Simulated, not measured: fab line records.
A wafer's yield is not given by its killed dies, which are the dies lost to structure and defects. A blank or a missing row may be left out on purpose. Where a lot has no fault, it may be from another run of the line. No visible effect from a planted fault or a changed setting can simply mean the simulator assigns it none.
Matching of chambers || flow nand harc || rie diel-05 running NHARC_P_GATE_STRIP_108: 4 sister chambers
The step strips in O2. 30 wafers are shown with their chamber, then 12 later ones without.

== WAFERS PAIRED WITH THEIR CHAMBERS ==
{"wafer": "L074.1", "chamber": 0, "showerhead plenum p Torr (Torr)": 3.48, "drypump motor current A (A)": 5.5, "rf vpp V (V)": 58.9}
{"wafer": "L074.2", "chamber": 3, "showerhead plenum p Torr (Torr)": 3.50, "drypump motor current A (A)": 5.6, "rf vpp V (V)": 57.7}
{"wafer": "L074.3", "chamber": 2, "showerhead plenum p Torr (Torr)": 3.77, "drypump motor current A (A)": 6.2, "rf vpp V (V)": 58.2}
{"wafer": "L076.2", "chamber": 3, "showerhead plenum p Torr (Torr)": 3.50, "drypump motor current A (A)": 5.6, "rf vpp V (V)": 60.4}
{"wafer": "L076.3", "chamber": 1, "showerhead plenum p Torr (Torr)": 3.61, "drypump motor current A (A)": 6.5, "rf vpp V (V)": 58.8}
{"wafer": "L076.6", "chamber": 2, "showerhead plenum p Torr (Torr)": 3.77, "drypump motor current A (A)": 6.1, "rf vpp V (V)": 57.4}
{"wafer": "L079.1", "chamber": 3, "showerhead plenum p Torr (Torr)": 3.50, "drypump motor current A (A)": 5.6, "rf vpp V (V)": 57.2}
{"wafer": "L079.4", "chamber": 2, "showerhead plenum p Torr (Torr)": 3.77, "drypump motor current A (A)": 6.1, "rf vpp V (V)": 57.9}
{"wafer": "L079.5", "chamber": 2, "showerhead plenum p Torr (Torr)": 3.77, "drypump motor current A (A)": 6.1, "rf vpp V (V)": 58.2}
{"wafer": "L081.2", "chamber": 0, "showerhead plenum p Torr (Torr)": 3.48, "drypump motor current A (A)": 5.5, "rf vpp V (V)": 57.5}
{"wafer": "L081.3", "chamber": 2, "showerhead plenum p Torr (Torr)": 3.77, "drypump motor current A (A)": 6.1, "rf vpp V (V)": 57.2}
{"wafer": "L081.5", "chamber": 2, "showerhead plenum p Torr (Torr)": 3.77, "drypump motor current A (A)": 6.1, "rf vpp V (V)": 59.1}
{"wafer": "L082.2", "chamber": 0, "showerhead plenum p Torr (Torr)": 3.48, "drypump motor current A (A)": 5.5, "rf vpp V (V)": 56.9}
{"wafer": "L082.4", "chamber": 1, "showerhead plenum p Torr (Torr)": 3.61, "drypump motor current A (A)": 6.5, "rf vpp V (V)": 57.9}
{"wafer": "L082.5", "chamber": 0, "showerhead plenum p Torr (Torr)": 3.48, "drypump motor current A (A)": 5.5, "rf vpp V (V)": 57.0}
{"wafer": "L083.1", "chamber": 2, "showerhead plenum p Torr (Torr)": 3.77, "drypump motor current A (A)": 6.1, "rf vpp V (V)": 59.1}
{"wafer": "L083.5", "chamber": 0, "showerhead plenum p Torr (Torr)": 3.48, "drypump motor current A (A)": 5.5, "rf vpp V (V)": 56.4}
{"wafer": "L083.6", "chamber": 1, "showerhead plenum p Torr (Torr)": 3.61, "drypump motor current A (A)": 6.6, "rf vpp V (V)": 58.5}
{"wafer": "L087.1", "chamber": 0, "showerhead plenum p Torr (Torr)": 3.47, "drypump motor current A (A)": 5.5, "rf vpp V (V)": 57.2}
{"wafer": "L087.3", "chamber": 3, "showerhead plenum p Torr (Torr)": 3.50, "drypump motor current A (A)": 5.5, "rf vpp V (V)": 56.5}
{"wafer": "L087.4", "chamber": 1, "showerhead plenum p Torr (Torr)": 3.61, "drypump motor current A (A)": 6.6, "rf vpp V (V)": 59.4}
{"wafer": "L088.2", "chamber": 0, "showerhead plenum p Torr (Torr)": 3.47, "drypump motor current A (A)": 5.5, "rf vpp V (V)": 57.3}
{"wafer": "L088.4", "chamber": 2, "showerhead plenum p Torr (Torr)": 3.77, "drypump motor current A (A)": 6.1, "rf vpp V (V)": 58.6}
{"wafer": "L088.5", "chamber": 2, "showerhead plenum p Torr (Torr)": 3.77, "drypump motor current A (A)": 6.1, "rf vpp V (V)": 58.0}
{"wafer": "L091.2", "chamber": 0, "showerhead plenum p Torr (Torr)": 3.47, "drypump motor current A (A)": 5.5, "rf vpp V (V)": 57.6}
{"wafer": "L091.3", "chamber": 3, "showerhead plenum p Torr (Torr)": 3.50, "drypump motor current A (A)": 5.5, "rf vpp V (V)": 58.2}
{"wafer": "L091.5", "chamber": 2, "showerhead plenum p Torr (Torr)": 3.77, "drypump motor current A (A)": 6.1, "rf vpp V (V)": 58.4}
{"wafer": "L092.3", "chamber": 3, "showerhead plenum p Torr (Torr)": 3.50, "drypump motor current A (A)": 5.6, "rf vpp V (V)": 57.6}
{"wafer": "L092.5", "chamber": 3, "showerhead plenum p Torr (Torr)": 3.50, "drypump motor current A (A)": 5.5, "rf vpp V (V)": 58.0}
{"wafer": "L092.6", "chamber": 0, "showerhead plenum p Torr (Torr)": 3.47, "drypump motor current A (A)": 5.5, "rf vpp V (V)": 57.3}

SIGNATURES, as means of the wafers listed above
{"reading": "showerhead plenum p Torr", "chamber 0": 3.4756, "chamber 1": 3.6100, "chamber 2": 3.7700, "chamber 3": 3.5000, "scatter within a chamber": 0.00292}
{"reading": "drypump motor current A", "chamber 0": 5.500, "chamber 1": 6.550, "chamber 2": 6.110, "chamber 3": 5.557, "scatter within a chamber": 0.0373}
{"reading": "rf vpp V", "chamber 0": 57.344, "chamber 1": 58.650, "chamber 2": 58.210, "chamber 3": 57.943, "scatter within a chamber": 0.818}
Rule: a wafer's distance from a chamber is the root of the sum, over the readings, of the square of ((its reading less the chamber's mean) divided by the reading's scatter). If the next closest chamber is less than 2 further off than the closest, the wafer can't be placed; otherwise it belongs to the closest. The scatter: take each reading less its chamber's mean, square it, sum over the shown wafers, divide by the number of wafers less the number of chambers, and take the root.

== WAFERS WITHOUT THEIR CHAMBER ==
{"wafer": "L092.1", "showerhead plenum p Torr (Torr)": 3.60, "drypump motor current A (A)": 6.5, "rf vpp V (V)": 57.7}
{"wafer": "L092.2", "showerhead plenum p Torr (Torr)": 3.47, "drypump motor current A (A)": 5.5, "rf vpp V (V)": 57.1}
{"wafer": "L092.4", "showerhead plenum p Torr (Torr)": 3.77, "drypump motor current A (A)": 6.1, "rf vpp V (V)": 60.4}
{"wafer": "L093.1", "showerhead plenum p Torr (Torr)": 3.77, "drypump motor current A (A)": 6.1, "rf vpp V (V)": 57.9}
{"wafer": "L093.3", "showerhead plenum p Torr (Torr)": 3.50, "drypump motor current A (A)": 5.5, "rf vpp V (V)": 57.3}
{"wafer": "L093.5", "showerhead plenum p Torr (Torr)": 3.60, "drypump motor current A (A)": 6.6, "rf vpp V (V)": 57.5}
{"wafer": "L095.2", "showerhead plenum p Torr (Torr)": 3.47, "drypump motor current A (A)": 5.6, "rf vpp V (V)": 57.7}
{"wafer": "L095.4", "showerhead plenum p Torr (Torr)": 3.50, "drypump motor current A (A)": 5.6, "rf vpp V (V)": 58.1}
{"wafer": "L095.5", "showerhead plenum p Torr (Torr)": 3.50, "drypump motor current A (A)": 5.6, "rf vpp V (V)": 56.7}
{"wafer": "L097.2", "showerhead plenum p Torr (Torr)": 3.77, "drypump motor current A (A)": 6.1, "rf vpp V (V)": 59.3}
{"wafer": "L097.3", "showerhead plenum p Torr (Torr)": 3.50, "drypump motor current A (A)": 5.5, "rf vpp V (V)": 57.0}
{"wafer": "L097.4", "showerhead plenum p Torr (Torr)": 3.47, "drypump motor current A (A)": 5.5, "rf vpp V (V)": 57.1}

== WHICH CHAMBER EACH WENT THROUGH ==
{"wafer": "L092.1", "from the rows above": 1, "in truth": 1}
{"wafer": "L092.2", "from the rows above": 0, "in truth": 0}
{"wafer": "L092.4", "from the rows above": 2, "in truth": 2}
{"wafer": "L093.1", "from the rows above": 2, "in truth": 2}
{"wafer": "L093.3", "from the rows above": 3, "in truth": 3}
{"wafer": "L093.5", "from the rows above": 1, "in truth": 1}
{"wafer": "L095.2", "from the rows above": 0, "in truth": 0}
{"wafer": "L095.4", "from the rows above": 3, "in truth": 3}
{"wafer": "L095.5", "from the rows above": 3, "in truth": 3}
{"wafer": "L097.2", "from the rows above": 2, "in truth": 2}
{"wafer": "L097.3", "from the rows above": 3, "in truth": 3}
{"wafer": "L097.4", "from the rows above": 0, "in truth": 0}
Correct placement for 12 of the 12. Number that these rows cannot place: 0. Number placed wrongly: 0.
